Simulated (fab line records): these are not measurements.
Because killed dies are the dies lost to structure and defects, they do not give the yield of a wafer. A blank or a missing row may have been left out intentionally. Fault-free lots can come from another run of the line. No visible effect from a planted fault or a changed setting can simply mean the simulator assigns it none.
fab line records ; flow n5_finfet
[record] lots = 11; wafers = 28; last_day = 17
route steps=1938 shown MOL_CONTACT_COAG@624 BEOL_M0_SAQP@632 BEOL_M4@1111 PASSIVATION@1936
lots that met no fault: from a run of the same line without faults
start_h: the number of hours between the record's first day and the start of the first shown wafer of the lot ; wait_h: hours from the lot's prior step to this one ; " as in the row above ; L1.1+2: several wafers, shown together as one row ; - value missing, or start not given ; * or withheld: withheld ; < > ~ a bound
route shown NAME@n: a module of which the file shows steps, and the number in the route of the first ; usual: mean and standard deviation over wafers with no fault ; same: alike in all rows ; chamber/n: place in a boat ; sites: readings site by site ; _std_site: the standard deviation of these ; _edge_site: the outer-site mean with the inner-site mean subtracted ; radius_mm: for every site, how far away it sits from the centre of the wafer ; mask NAME#n: copy n ; behind: tool/chamber where the wafer was last shaped ; hold: reason for holding the lot/hours on hold/outcome of the hold ; device: the n, p or np transistor that did not switch ; end of line: tests of these same wafers at the route's end ; a step without rows: its recipe alone ; killed: dies lost to structure and defects at the first sort, not the wafer's yield ; map: dies across one wafer; x = killed, . = not, _ = none there
set.NAME: the run value of the setting; set.NAME@STEP: its run value at that earlier step ; model.NAME: the simulator's own value behind a step, which no gauge read
steps of the route over a sample of lots; a table a step, a row a wafer
services: when a tool's chamber went out of use (start_h, in hours from the record's first day, below 0 if earlier), for how many hours, and the reason
[[steps]]
[step N5_MOL_CONTACT_COAG_CVD_140]
[recipe] material = W; target_thk_a = 665; mode = selective_fill; temp_c = 300; time_s = 215
[usual] heater_power_w = 492/24
lot.wafer;tool;chamber;start_h;wait_h;heater_power_w
L555.4;cvd_w-01;1;106.68;0.1;510
L555.5;cvd_w-01;0;106.68;0.1;501
L555.6;cvd_w-01;1;106.68;0.1;506
L558.2;cvd_w-01;1;126.11;0.1;513
L558.3;cvd_w-01;0;126.11;0.1;504
L559.1;cvd_w-02;1;135.02;0.1;478
L559.2;cvd_w-02;0;135.02;0.1;460
L563.4;cvd_w-01;1;152.64;0.1;514
L563.5;cvd_w-01;1;152.64;0.1;510
L566.2;cvd_w-01;1;171.96;0.1;509
L566.3;cvd_w-01;1;171.96;0.1;516
L566.6;cvd_w-01;0;171.96;0.1;520
L569.1;cvd_w-02;0;192.85;0.1;444
L569.2;cvd_w-02;1;192.85;0.1;468
L569.3;cvd_w-02;0;192.85;0.1;459
L571.2;cvd_w-02;0;199.72;0.1;464
L571.6;cvd_w-02;1;199.72;0.1;484
L572.1;cvd_w-01;0;206.78;0.1;510
L572.2;cvd_w-01;1;206.78;0.1;508
L573.2;cvd_w-02;0;212.79;0.1;445
L573.3;cvd_w-02;1;212.79;0.1;484
L573.4;cvd_w-02;0;212.79;0.1;453
L576.4;cvd_w-02;1;233.41;0.1;484
L576.5;cvd_w-02;0;233.41;0.1;451
L576.6;cvd_w-02;1;233.41;0.1;485
L577.2;cvd_w-02;1;241.57;0.1;487
L577.4;cvd_w-02;0;241.57;0.1;435
L577.6;cvd_w-02;1;241.57;0.1;487
[step N5_MOL_CONTACT_COAG_CMP_52]
[recipe] stop_on = SiO2; t_overpolish_s = 1.5; post_cmp_clean = w_dilute_nh4oh; down_force_psi = 4; platen_rpm = 50.289; pad_velocity_m_s = 1.0006; target_thk_nm = 66.5
[usual] edge_zone_pressure_frac = 1.000/0.0042; head_pressure_psi = 3.999/0.0088; motor_current_A = 12.7/1.2; overpolish_run_s = 1.501/0.0095; pad_life_wafers = 1240/490; time_to_endpoint_s = 13/3.6
lot.wafer;tool;chamber;start_h;wait_h;edge_zone_pressure_frac;head_pressure_psi;motor_current_A;overpolish_run_s;pad_life_wafers;time_to_endpoint_s
L555.4;cmp-03;0;106.96;0.1;0.993;3.995;12.8;1.491;1345;12
L555.5;cmp-03;3;106.96;0.1;0.999;4.009;14.0;1.499;-;11
L555.6;cmp-03;0;106.96;0.1;0.993;3.986;13.5;1.505;-;13
L558.2;cmp-01;0;126.47;0.1;1.002;3.988;11.8;1.493;1009;11
L558.3;cmp-01;2;126.47;0.1;0.992;4.014;11.0;1.499;1011;18
L559.1;cmp-01;0;135.50;0.2;0.992;3.995;12.1;1.513;1130;10
L559.2;cmp-01;1;135.50;0.2;0.998;3.984;11.4;1.489;1131;14
L563.4;cmp-01;2;152.88;0.0;1.001;3.993;10.9;1.516;1290;12
L563.5;cmp-01;2;152.88;0.0;1.004;4.006;10.6;1.514;-;11
L566.3;cmp-03;3;172.28;0.0;1.007;3.990;14.1;1.496;1794;12
L566.2;cmp-03;0;172.28;0.0;0.992;4.005;13.6;1.503;1795;17
L566.6;cmp-03;3;172.28;0.0;1.008;3.999;14.4;1.503;-;11
L569.2;cmp-03;0;193.37;0.2;1.000;4.007;13.5;1.509;1986;17
L569.3;cmp-03;1;193.37;0.2;0.998;3.987;12.8;1.507;1987;10
L569.1;cmp-03;3;193.37;0.2;0.999;3.999;14.0;1.498;1989;16
L571.2;cmp-04;2;200.04;0.0;0.996;4.009;14.8;1.509;1380;9
L571.6;cmp-04;2;200.04;0.0;1.000;4.009;13.5;1.500;-;10
L572.1;cmp-04;3;207.10;0.0;0.999;3.994;13.2;1.497;1428;3
L572.2;cmp-04;0;207.10;0.0;1.000;3.996;12.4;1.485;1429;10
L573.3;cmp-04;1;213.11;0.0;1.002;3.997;10.2;1.502;1488;17
L573.4;cmp-04;3;213.11;0.0;0.999;3.998;13.9;1.511;1490;7
L573.2;cmp-04;0;213.11;0.0;1.001;3.990;12.3;1.500;1491;12
L576.4;cmp-03;2;233.76;0.1;0.988;3.993;13.3;1.496;297;11
L576.6;cmp-03;3;233.76;0.1;1.003;4.004;14.2;1.502;-;15
L576.5;cmp-03;0;233.76;0.1;0.996;4.002;12.8;1.505;-;16
L577.4;cmp-03;1;241.96;0.1;1.001;4.005;12.4;1.494;380;6
L577.2;cmp-03;2;241.96;0.1;1.003;4.016;13.2;1.506;381;8
L577.6;cmp-03;3;241.96;0.1;0.998;4.006;14.0;1.501;-;15
[step N5_BEOL_M0_SAQP_PECVD_00]
[recipe] material = SiCN; target_thk_a = 80; temp_c = withheld; precursor = 3MS/NH3; pressure_torr = 3; rf_w = 202; time_s = 14
[usual] showerhead_plenum_p_Torr = 3.663/0.011; throttle_valve_pct = 9.3/0.39
lot.wafer;tool;chamber;start_h;wait_h;showerhead_plenum_p_Torr;throttle_valve_pct
L555.4;pecvd-02;0;112.95;0.1;3.676;9.4
L555.5;pecvd-02;1;112.95;0.1;3.655;9.4
L555.6;pecvd-02;2;112.95;0.1;3.646;9.5
L558.2;pecvd-01;1;130.11;0.2;3.659;9.6
L558.3;pecvd-01;1;130.11;0.2;3.665;9.4
L559.1;pecvd-01;0;139.12;0.2;3.664;9.4
L559.2;pecvd-01;1;139.12;0.2;3.668;9.2
L563.4;pecvd-03;0;156.58;0.1;3.678;9.9
L563.5;pecvd-03;1;156.58;0.1;3.655;9.2
L566.2;pecvd-03;0;175.96;0.2;3.680;9.8
L566.3;pecvd-03;2;175.96;0.2;3.659;8.7
L566.6;pecvd-03;2;175.96;0.2;3.662;9.0
L569.1;pecvd-01;1;197.04;0.2;3.665;9.4
L569.2;pecvd-01;0;197.04;0.2;3.666;9.9
L569.3;pecvd-01;2;197.04;0.2;3.662;8.8
L571.2;pecvd-01;2;203.73;0.2;3.673;8.6
L571.6;pecvd-01;1;203.73;0.2;3.667;9.6
L572.1;pecvd-03;2;210.78;0.2;3.665;9.0
L572.2;pecvd-03;0;210.78;0.2;3.681;9.9
L573.2;pecvd-03;1;216.79;0.2;3.650;9.2
L573.3;pecvd-03;2;216.79;0.2;3.659;9.3
L573.4;pecvd-03;2;216.79;0.2;3.664;8.9
L576.4;pecvd-01;1;237.34;0.1;3.668;9.2
L576.5;pecvd-01;0;237.34;0.1;3.670;9.5
L576.6;pecvd-01;2;237.34;0.1;3.663;8.8
L577.2;pecvd-03;0;245.57;0.2;3.684;9.8
L577.4;pecvd-03;1;245.57;0.2;3.653;9.3
L577.6;pecvd-03;0;245.57;0.2;3.674;9.8
[step N5_BEOL_M0_SAQP_EXPOSE_11]
[recipe] mask_id = M0_CORE; na = 1.35; source_shape = dipole; sigma_inner = 0.538; sigma_outer = 0.738; polarization = te; target_cd_nm = 42; dose_mj = 55
[usual] exposure_dose_mJ_cm2 = 54.96/0.053
lot.wafer;tool;chamber;start_h;wait_h;mask;exposure_dose_mJ_cm2
L555.4;arfi_scanner-03;0;114.79;-;M0_CORE#0;55.03
L555.5;arfi_scanner-03;0;114.79;-;M0_CORE#0;54.97
L555.6;arfi_scanner-03;0;114.79;-;M0_CORE#0;54.96
L558.2;arfi_scanner-03;0;131.20;-;M0_CORE#0;54.88
L558.3;arfi_scanner-03;0;131.20;-;M0_CORE#0;54.93
L559.1;arfi_scanner-01;0;139.95;-;M0_CORE#0;54.95
L559.2;arfi_scanner-01;0;139.95;-;M0_CORE#0;54.88
L563.4;arfi_scanner-02;0;158.25;-;M0_CORE#0;54.97
L563.5;arfi_scanner-02;0;158.25;-;M0_CORE#0;54.92
L566.2;arfi_scanner-03;0;180.12;-;M0_CORE#0;56.05
L566.3;arfi_scanner-03;0;180.12;-;M0_CORE#0;55.98
L566.6;arfi_scanner-03;0;180.12;-;M0_CORE#0;55.85
L569.1;arfi_scanner-03;0;197.84;-;M0_CORE#0;55.73
L569.2;arfi_scanner-03;0;197.84;-;M0_CORE#0;55.76
L569.3;arfi_scanner-03;0;197.84;-;M0_CORE#0;55.69
L571.2;arfi_scanner-02;0;206.02;-;M0_CORE#0;54.92
L571.6;arfi_scanner-02;0;206.02;-;M0_CORE#0;54.92
L572.1;arfi_scanner-02;0;211.91;-;M0_CORE#0;54.93
L572.2;arfi_scanner-02;0;211.91;-;M0_CORE#0;54.97
L573.2;arfi_scanner-02;0;218.17;-;M0_CORE#0;54.94
L573.3;arfi_scanner-02;0;218.17;-;M0_CORE#0;54.96
L573.4;arfi_scanner-02;0;218.17;-;M0_CORE#0;54.93
L576.4;arfi_scanner-01;0;238.84;-;M0_CORE#0;54.89
L576.5;arfi_scanner-01;0;238.84;-;M0_CORE#0;54.92
L576.6;arfi_scanner-01;0;238.84;-;M0_CORE#0;55.01
L577.2;arfi_scanner-01;0;246.47;-;M0_CORE#0;54.98
L577.4;arfi_scanner-01;0;246.47;-;M0_CORE#0;54.93
L577.6;arfi_scanner-01;0;246.47;-;M0_CORE#0;54.89
[step N5_BEOL_M4_RC_MEAS_101]
[usual] DIBL_N = 36.0/1.9; DIBL_P = 35.6/2.4; IOFF_N = 0.16/0.036; IOFF_P = 0.21/0.04; ION_N = 673/14; ION_P = 460/8.9; SS_N = 71.5/0.67; SS_P = 73.2/0.73; VT_N = 249/3.6; VT_P = -250/3.7
lot.wafer;tool;chamber;start_h;wait_h;DIBL_N[mV/V];DIBL_P[mV/V];IOFF_N[nA/um];IOFF_P[nA/um];ION_N[uA/um];ION_P[uA/um];SS_N[mV/dec];SS_P[mV/dec];VT_N[mV];VT_P[mV]
L555.4;prober-02;0;169.38;0.5;35.0;35.2;0.15;0.16;683;458;72.3;72.4;252;-255
L555.5;prober-02;0;169.38;0.5;31.5;31.6;0.10;0.12;661;449;70.8;71.6;259;-261
L555.6;prober-02;0;169.38;0.5;34.7;35.5;0.14;0.16;668;456;71.4;72.9;252;-256
L558.2;prober-01;0;184.11;0.2;33.6;33.5;0.14;0.19;665;457;70.7;72.8;250;-251
L558.3;prober-01;0;184.11;0.2;33.5;33.5;0.15;0.19;677;464;71.2;73.3;249;-249
L559.1;prober-01;0;190.21;0.0;36.7;37.2;0.18;0.23;685;469;72.5;73.4;247;-248
L559.2;prober-01;0;190.21;0.0;34.4;34.3;0.12;0.18;660;457;71.1;73.0;254;-251
L563.4;prober-01;0;218.89;0.5;37.1;36.2;0.19;0.24;695;478;71.9;72.7;241;-245
L563.5;prober-01;0;218.89;0.5;35.8;35.0;0.17;0.23;701;485;71.5;73.0;244;-247
L566.2;prober-01;0;231.46;0.2;37.1;36.9;0.19;0.23;683;465;71.3;74.6;246;-250
L566.3;prober-01;0;231.46;0.2;40.2;39.4;0.22;0.28;673;464;71.7;74.8;246;-246
L566.6;prober-01;0;231.46;0.2;37.7;37.0;0.19;0.22;681;464;71.9;74.1;247;-247
L569.1;prober-01;0;247.05;0.2;35.7;35.6;0.18;0.18;687;467;71.5;73.8;246;-254
L569.2;prober-01;0;247.05;0.2;38.1;37.6;0.21;0.20;684;460;72.3;73.6;246;-252
L569.3;prober-01;0;247.05;0.2;35.8;35.8;0.17;0.18;689;460;71.5;73.9;246;-252
L571.2;prober-02;0;266.33;0.2;35.5;37.5;0.16;0.23;687;473;71.1;72.7;245;-248
L571.6;prober-02;0;266.33;0.2;37.0;38.7;0.18;0.23;684;469;71.7;73.9;246;-248
L573.2;prober-02;0;276.21;0.2;34.6;35.0;0.15;0.19;677;467;71.4;73.3;249;-251
L573.3;prober-02;0;276.21;0.2;33.1;32.2;0.11;0.15;664;461;70.9;72.4;254;-255
L573.4;prober-02;0;276.21;0.2;36.2;36.5;0.16;0.21;672;468;71.1;73.8;249;-249
L572.1;prober-02;0;281.37;0.0;31.0;30.6;0.10;0.15;662;456;69.6;72.0;257;-254
L572.2;prober-02;0;281.37;0.0;36.8;37.6;0.19;0.26;685;464;71.5;73.7;245;-248
L576.4;prober-02;0;295.78;0.5;38.9;38.7;0.20;0.23;689;460;71.7;74.6;243;-252
L576.5;prober-02;0;295.78;0.5;36.5;34.8;0.15;0.17;670;447;71.3;73.3;250;-254
L576.6;prober-02;0;295.78;0.5;37.4;36.9;0.17;0.20;668;459;72.0;73.7;247;-252
L577.2;prober-02;0;310.84;0.2;34.9;36.5;0.16;0.20;684;467;71.0;72.7;248;-249
L577.4;prober-02;0;310.84;0.2;34.4;35.7;0.15;0.19;678;459;71.3;72.7;251;-254
L577.6;prober-02;0;310.84;0.2;34.5;35.4;0.14;0.18;664;456;71.2;72.9;250;-253
[step N5_PASSIVATION_PROBE_49]
[usual] defect_limited_yield = 91.2/1.4; killed_at_M0_to_M3 = 32/9.3; killed_at_M4_up = 14/4.9; killed_at_contacts = 15/7.5; killed_at_front_end = 40/11; killed_at_other = 4/3.3; killed_dies = 104/17; killed_on_rim = 13/4.2; killed_open = 68/14; killed_short = 33/7.9; sort_bin_5_function = 5.2/0.99; sort_bin_6_memory = 3.2/0.65; sort_n_pass = 1076/17; sort_yield_pct = 91.1/1.5
[same] gross_dies = 1180; killed_at_back_side = 0; sort_bin_4_leakage[%] = 0; sort_bin_8_speed[%] = 0
lot.wafer;tool;chamber;start_h;wait_h;defect_limited_yield[%];killed_at_M0_to_M3;killed_at_M4_up;killed_at_contacts;killed_at_front_end;killed_at_other;killed_dies;killed_on_rim;killed_open;killed_short;sort_bin_5_function[%];sort_bin_6_memory[%];sort_n_pass;sort_yield_pct[%]
L555.4;prober-01;-;272.95;0.2;91.9;18;25;20;26;7;96;10;67;29;4.8;3.2;1084;91.9
L555.5;prober-01;-;273.00;0.2;92.3;34;16;13;27;1;91;11;64;27;4.2;3.1;1089;92.3
L555.6;prober-01;-;273.05;0.3;93.9;26;11;7;27;1;72;7;54;17;3.9;1.9;1108;93.9
L558.2;prober-02;-;285.11;0.1;90.3;37;12;7;54;5;115;13;67;45;6.0;3.1;1065;90.3
L558.3;prober-02;-;285.16;0.1;89.5;41;12;23;45;3;124;18;84;33;5.7;4.6;1056;89.5
L559.1;prober-01;-;297.45;0.0;92.7;22;14;18;32;0;86;4;60;24;4.6;2.6;1094;92.7
L559.2;prober-01;-;297.50;0.1;87.8;44;18;27;55;0;144;16;104;38;7.3;4.6;1036;87.8
L563.4;prober-02;-;312.30;0.2;89.7;36;15;13;49;8;121;12;67;52;6.3;3.3;1059;89.7
L563.5;prober-02;-;312.35;0.2;88.9;32;14;26;46;13;131;14;82;41;7.1;3.7;1049;88.9
L566.2;prober-01;-;324.11;0.1;91.4;28;12;9;50;3;102;14;58;40;5.5;2.8;1078;91.4
L566.3;prober-01;-;324.16;0.1;93.0;22;10;11;39;1;83;11;61;20;4.3;2.5;1097;93.0
L566.6;prober-01;-;324.31;0.3;91.3;35;16;7;44;1;103;11;64;31;4.9;2.8;1077;91.3
L569.1;prober-01;-;343.91;0.0;91.8;31;11;14;38;3;97;7;67;28;4.7;3.2;1083;91.8
L569.2;prober-01;-;343.96;0.1;92.1;16;9;9;56;3;93;18;46;29;3.6;2.8;1087;92.1
L569.3;prober-01;-;344.01;0.1;93.1;17;1;12;28;23;81;25;35;23;4.1;2.6;1099;93.1
L571.2;prober-01;-;365.91;0.1;91.7;31;9;16;31;11;98;15;64;25;5.1;3.0;1082;91.7
L571.6;prober-01;-;366.11;0.3;89.7;32;15;20;52;2;121;11;83;37;6.2;3.8;1059;89.7
L573.2;prober-02;-;374.98;0.1;91.7;25;6;17;47;3;98;9;77;21;5.1;3.1;1082;91.7
L573.3;prober-02;-;375.03;0.1;93.1;23;13;1;43;2;82;8;58;21;4.1;2.5;1098;93.1
L573.4;prober-02;-;375.08;0.2;91.9;24;9;6;54;2;95;9;70;21;5.3;2.5;1085;91.9
L572.1;prober-02;-;378.42;0.0;89.9;38;14;19;46;2;119;18;82;36;6.1;3.6;1061;89.9
L572.2;prober-02;-;378.47;0.1;91.1;34;14;12;42;3;105;15;77;28;5.6;3.3;1075;91.1
L576.4;prober-01;-;393.68;0.2;92.7;22;16;14;33;1;86;13;49;29;3.9;2.4;1094;92.7
L576.5;prober-01;-;393.73;0.2;93.5;24;18;9;25;1;77;6;57;19;4.2;2.4;1103;93.5
L576.6;prober-01;-;393.78;0.3;92.7;25;13;20;28;0;86;20;55;23;3.4;3.2;1094;92.7
L577.2;prober-02;-;414.57;0.1;90.9;32;11;21;42;1;107;12;70;36;5.0;3.6;1073;90.9
L577.4;prober-02;-;414.67;0.2;90.8;29;19;14;45;1;108;15;76;28;5.6;3.4;1072;90.8
L577.6;prober-02;-;414.77;0.3;91.1;25;24;10;40;6;105;22;72;33;5.5;3.1;1075;91.1
// killed by level:class
L555.4 MOL_CONTACT_COAG:geometric_particle:open=18 BEOL_M4:geometric_particle:open=12 STI_FIN_REVEAL:geometric_particle:open=8 BEOL_M0_SAQP:geometric_particle:short=6 BEOL_M5:geometric_particle:open=6 BEOL_M0_SAQP:geometric_particle:open=4 STARTING-WAFER:geometric_particle:short=4 BEOL_M0:geometric_particle:open=3
L555.5 BEOL_M1:geometric_particle:open=10 MOL_CONTACT_COAG:geometric_particle:open=9 FIN_SAQP:geometric_particle:open=6 STI_FIN_REVEAL:geometric_particle:open=6 BEOL_M0:geometric_particle:open=6 BEOL_M0_SAQP:geometric_particle:open=5 BEOL_M4:geometric_particle:open=5 MOL_CONTACT_COAG:geometric_particle:short=4
L555.6 BEOL_M1:geometric_particle:open=10 STI_FIN_REVEAL:geometric_particle:open=9 MOL_CONTACT_COAG:geometric_particle:open=7 BEOL_M0_SAQP:geometric_particle:open=7 FIN_SAQP:geometric_particle:open=4 BEOL_M5:geometric_particle:open=4 STARTING-WAFER:geometric_particle:short=3 FIN_SAQP:geometric_particle:short=2
L558.2 FIN_SAQP:geometric_particle:short=13 FIN_SAQP:geometric_particle:open=12 BEOL_M0:geometric_particle:open=7 BEOL_M1:geometric_particle:open=7 STI_FIN_REVEAL:geometric_particle:open=6 MOL_CONTACT_COAG:geometric_particle:open=5 GATE_CUT:geometric_particle:open=4 BEOL_M0_SAQP:geometric_particle:open=4
L558.3 GATE_CUT:geometric_particle:short=12 MOL_CONTACT_COAG:geometric_particle:open=12 BEOL_M0:geometric_particle:open=12 BEOL_M1:geometric_particle:open=11 FIN_SAQP:geometric_particle:open=8 BEOL_M2:geometric_particle:open=8 BEOL_M3:geometric_particle:open=6 MOL_CONTACT_COAG:geometric_particle:short=6
L559.1 MOL_CONTACT_COAG:geometric_particle:open=16 BEOL_M0_SAQP:geometric_particle:open=7 FIN_SAQP:geometric_particle:open=7 STI_FIN_REVEAL:geometric_particle:open=7 BEOL_M4:geometric_particle:open=7 FIN_SAQP:geometric_particle:short=5 DUMMY_GATE:geometric_particle:open=4 GATE_CUT:geometric_particle:short=4
L559.2 MOL_CONTACT_COAG:geometric_particle:open=24 FIN_SAQP:geometric_particle:open=13 FIN_SAQP:geometric_particle:short=11 BEOL_M1:geometric_particle:open=11 BEOL_M0_SAQP:geometric_particle:open=10 STI_FIN_REVEAL:geometric_particle:open=9 BEOL_M3:geometric_particle:open=7 GATE_CUT:geometric_particle:open=6
L563.4 FIN_SAQP:geometric_particle:short=18 MOL_CONTACT_COAG:geometric_particle:open=9 BEOL_M3:geometric_particle:open=9 BEOL_M0_SAQP:geometric_particle:short=8 BEOL_M1:geometric_particle:open=7 FIN_SAQP:geometric_particle:open=6 DUMMY_GATE:geometric_particle:open=6 STI_FIN_REVEAL:geometric_particle:open=4
L563.5 MOL_CONTACT_COAG:geometric_particle:open=16 DUMMY_GATE:geometric_particle:open=11 FIN_SAQP:geometric_particle:open=8 FIN_SAQP:geometric_particle:short=7 BEOL_M0_SAQP:geometric_particle:short=7 MOL_CONTACT_COAG:area_etch=7 BEOL_M3:geometric_particle:open=6 BEOL_M0_SAQP:geometric_particle:open=6
L566.2 FIN_SAQP:geometric_particle:short=19 BEOL_M0_SAQP:geometric_particle:open=11 MOL_CONTACT_COAG:geometric_particle:open=9 FIN_SAQP:geometric_particle:open=6 GATE_CUT:geometric_particle:short=6 BEOL_M1:geometric_particle:open=5 BEOL_M5:geometric_particle:open=5 STARTING-WAFER:geometric_particle:open=5
L566.3 FIN_SAQP:geometric_particle:open=13 FIN_SAQP:geometric_particle:short=10 MOL_CONTACT_COAG:geometric_particle:open=10 BEOL_M2:geometric_particle:open=8 BEOL_M3:geometric_particle:open=6 GATE_CUT:geometric_particle:open=5 BEOL_M1:geometric_particle:open=4 DUMMY_GATE:geometric_particle:open=3
L566.6 BEOL_M0_SAQP:geometric_particle:open=10 BEOL_M0_SAQP:geometric_particle:short=9 FIN_SAQP:geometric_particle:open=8 BEOL_M4:geometric_particle:open=8 HKMG_FIN:area_etch=7 DUMMY_GATE:geometric_particle:open=6 MOL_CONTACT_COAG:geometric_particle:open=6 BEOL_M2:geometric_particle:open=6
L569.1 MOL_CONTACT_COAG:geometric_particle:open=11 FIN_SAQP:geometric_particle:open=10 STI_FIN_REVEAL:geometric_particle:open=10 BEOL_M3:geometric_particle:open=8 BEOL_M0_SAQP:geometric_particle:short=7 BEOL_M0_SAQP:geometric_particle:open=6 BEOL_M2:geometric_particle:open=5 ILD0:geometric_particle:short=4
L569.2 HKMG_FIN:area_etch=16 FIN_SAQP:geometric_particle:short=9 FIN_SAQP:geometric_particle:open=7 MOL_CONTACT_COAG:geometric_particle:open=6 BEOL_M2:geometric_particle:open=5 STI_FIN_REVEAL:geometric_particle:open=4 BEOL_M3:geometric_particle:open=4 STI_FIN_REVEAL:geometric_particle:short=3
L569.3 PASSIVATION:area_etch=23 MOL_CONTACT_COAG:geometric_particle:open=11 BEOL_M0_SAQP:geometric_particle:open=6 BEOL_M0_SAQP:geometric_particle:short=6 FIN_SAQP:geometric_particle:open=4 FIN_CUT:geometric_particle:short=4 FIN_SAQP:geometric_particle:short=3 STI_FIN_REVEAL:geometric_particle:open=3
L571.2 MOL_CONTACT_COAG:geometric_particle:open=11 PASSIVATION:area_etch=9 BEOL_M3:geometric_particle:open=8 STI_FIN_REVEAL:geometric_particle:open=6 MOL_CONTACT_COAG:geometric_particle:short=5 BEOL_M0_SAQP:geometric_particle:open=5 BEOL_M1:geometric_particle:open=5 DUMMY_GATE:geometric_particle:open=4
L571.6 MOL_CONTACT_COAG:geometric_particle:open=15 STI_FIN_REVEAL:geometric_particle:open=14 BEOL_M3:geometric_particle:open=11 FIN_SAQP:geometric_particle:open=8 BEOL_M0_SAQP:geometric_particle:open=7 GATE_CUT:geometric_particle:short=6 DUMMY_GATE:geometric_particle:open=6 BEOL_M0_SAQP:geometric_particle:short=6
L573.2 FIN_SAQP:geometric_particle:open=13 STI_FIN_REVEAL:geometric_particle:open=12 MOL_CONTACT_COAG:geometric_particle:open=10 MOL_CONTACT_COAG:geometric_particle:short=7 DUMMY_GATE:geometric_particle:open=7 BEOL_M2:geometric_particle:open=6 BEOL_M1:geometric_particle:open=5 BEOL_M3:geometric_particle:open=4
L573.3 FIN_SAQP:geometric_particle:open=10 DUMMY_GATE:geometric_particle:open=6 BEOL_M1:geometric_particle:open=5 STI_FIN_REVEAL:geometric_particle:open=4 DUMMY_GATE:geometric_particle:short=4 GATE_CUT:geometric_particle:short=4 BEOL_M0_SAQP:geometric_particle:open=4 BEOL_M4:geometric_particle:open=4
L573.4 FIN_SAQP:geometric_particle:open=12 DUMMY_GATE:geometric_particle:open=10 STI_FIN_REVEAL:geometric_particle:open=8 BEOL_M3:geometric_particle:open=8 MOL_CONTACT_COAG:geometric_particle:open=6 FIN_SAQP:geometric_particle:short=4 GATE_CUT:geometric_particle:open=4 BEOL_M1:geometric_particle:open=4
L572.1 MOL_CONTACT_COAG:geometric_particle:open=14 DUMMY_GATE:geometric_particle:open=10 BEOL_M0_SAQP:geometric_particle:open=9 BEOL_M4:geometric_particle:open=7 BEOL_M3:geometric_particle:open=7 STI_FIN_REVEAL:geometric_particle:open=6 GATE_CUT:geometric_particle:open=6 BEOL_M0_SAQP:geometric_particle:short=6
L572.2 FIN_SAQP:geometric_particle:open=10 MOL_CONTACT_COAG:geometric_particle:open=10 STI_FIN_REVEAL:geometric_particle:open=9 DUMMY_GATE:geometric_particle:open=9 BEOL_M0_SAQP:geometric_particle:short=8 BEOL_M2:geometric_particle:open=8 BEOL_M4:geometric_particle:open=7 BEOL_M0_SAQP:geometric_particle:open=7
L576.4 MOL_CONTACT_COAG:geometric_particle:open=10 BEOL_M4:geometric_particle:open=9 HKMG_FIN:area_etch=8 ILD0:geometric_particle:short=6 BEOL_M1:geometric_particle:open=6 BEOL_M2:geometric_particle:open=5 DUMMY_GATE:geometric_particle:open=4 MOL_CONTACT_COAG:geometric_particle:short=4
L576.5 BEOL_M1:geometric_particle:open=10 MOL_CONTACT_COAG:geometric_particle:open=7 BEOL_M4:geometric_particle:open=6 BEOL_M0_SAQP:geometric_particle:open=6 STI_FIN_REVEAL:geometric_particle:open=5 FIN_SAQP:geometric_particle:short=4 DUMMY_GATE:geometric_particle:open=4 GATE_CUT:geometric_particle:short=4
L576.6 MOL_CONTACT_COAG:geometric_particle:open=16 BEOL_M1:geometric_particle:open=11 HKMG_FIN:area_etch=8 BEOL_M4:geometric_particle:open=6 BEOL_M3:geometric_particle:open=5 FIN_SAQP:geometric_particle:open=4 MOL_CONTACT_COAG:geometric_particle:short=4 BEOL_M0_SAQP:geometric_particle:short=4
L577.2 MOL_CONTACT_COAG:geometric_particle:open=15 FIN_SAQP:geometric_particle:open=12 BEOL_M0_SAQP:geometric_particle:short=11 BEOL_M0_SAQP:geometric_particle:open=8 BEOL_M3:geometric_particle:open=7 STI_FIN_REVEAL:geometric_particle:open=6 MOL_CONTACT_COAG:geometric_particle:short=6 FIN_SAQP:geometric_particle:short=5
L577.4 STI_FIN_REVEAL:geometric_particle:open=16 MOL_CONTACT_COAG:geometric_particle:open=13 BEOL_M1:geometric_particle:open=10 BEOL_M2:geometric_particle:open=6 BEOL_M4:geometric_particle:open=6 GATE_CUT:geometric_particle:short=5 STARTING-WAFER:geometric_particle:short=5 FIN_SAQP:geometric_particle:open=4
L577.6 STI_FIN_REVEAL:geometric_particle:open=16 BEOL_M2:geometric_particle:open=8 BEOL_M4:geometric_particle:open=7 MOL_CONTACT_COAG:geometric_particle:open=6 BEOL_M0_SAQP:geometric_particle:open=5 BEOL_M5:geometric_particle:short=5 STARTING-WAFER:geometric_particle:open=5 DUMMY_GATE:geometric_particle:open=4
[[services]]
tool;chamber;start_h;hours;kind
cmp-03;-;84.39;5.3;pm
pecvd-03;-;88.57;0.7;repair
arfi_scanner-02;-;96.79;30.0;repair
arfi_scanner-03;-;100.35;1.3;pm
cvd_w-01;-;101.10;0.8;repair
cvd_w-01;1;104.32;1.4;repair
cvd_w-01;0;109.67;6.7;repair
arfi_scanner-03;-;111.63;1.0;pm
pecvd-01;2;126.20;21.6;repair
arfi_scanner-02;-;126.83;3.1;pm
cmp-03;-;128.69;10.4;pm
cvd_w-01;0;133.75;12.6;repair
arfi_scanner-03;-;140.70;0.8;pm
pecvd-03;-;150.42;1.3;repair
arfi_scanner-02;-;156.09;0.8;pm
cmp-03;-;165.98;4.6;repair
arfi_scanner-02;-;166.32;1.5;pm
pecvd-01;-;177.10;1.7;repair
arfi_scanner-02;-;178.12;1.3;pm
arfi_scanner-02;-;186.08;1.0;pm
arfi_scanner-03;-;193.94;1.0;pm
cmp-03;-;195.14;4.0;pm
arfi_scanner-03;-;225.87;1.3;pm
pecvd-03;0;235.17;7.8;repair
[[key]]
[first_sign] step = N5_BEOL_M0_SAQP_EXPOSE_11; reading = exposure_dose_mJ_cm2; direction = up; sigmas = 17; usual = 54.96; struck = 55.84
effect none on later readings
met_at N5_BEOL_M0_SAQP_EXPOSE_11
struck_lots L566,L569
[loop_trim] step = N5_BEOL_M0_SAQP_EXPOSE_11; setting = dose; lots = L569
[baseline_loss] step = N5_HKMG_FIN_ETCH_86; wafers = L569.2
[baseline_loss] step = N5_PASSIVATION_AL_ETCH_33; wafers = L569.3
not_acting_at N5_MOL_CONTACT_COAG_CVD_140,N5_MOL_CONTACT_COAG_CMP_52,N5_BEOL_M0_SAQP_PECVD_00
onset_between 131.20 180.12
[fault] kind = process_parameter_drift; tool = arfi_scanner-03; chamber = -; onset_h = 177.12; steps = N5_BEOL_M0_SAQP_EXPOSE_11; channel = dose_mj; offset = 0.91473; shape = step; acts_in = these_recipes_only; stated = 55
// loop_trim: a control loop set the setting to another value than it would have without faults
// baseline_loss: these wafers lose ten dies or more at that step, a loss of the line's own and not of a fault; the sort's usual values leave them out
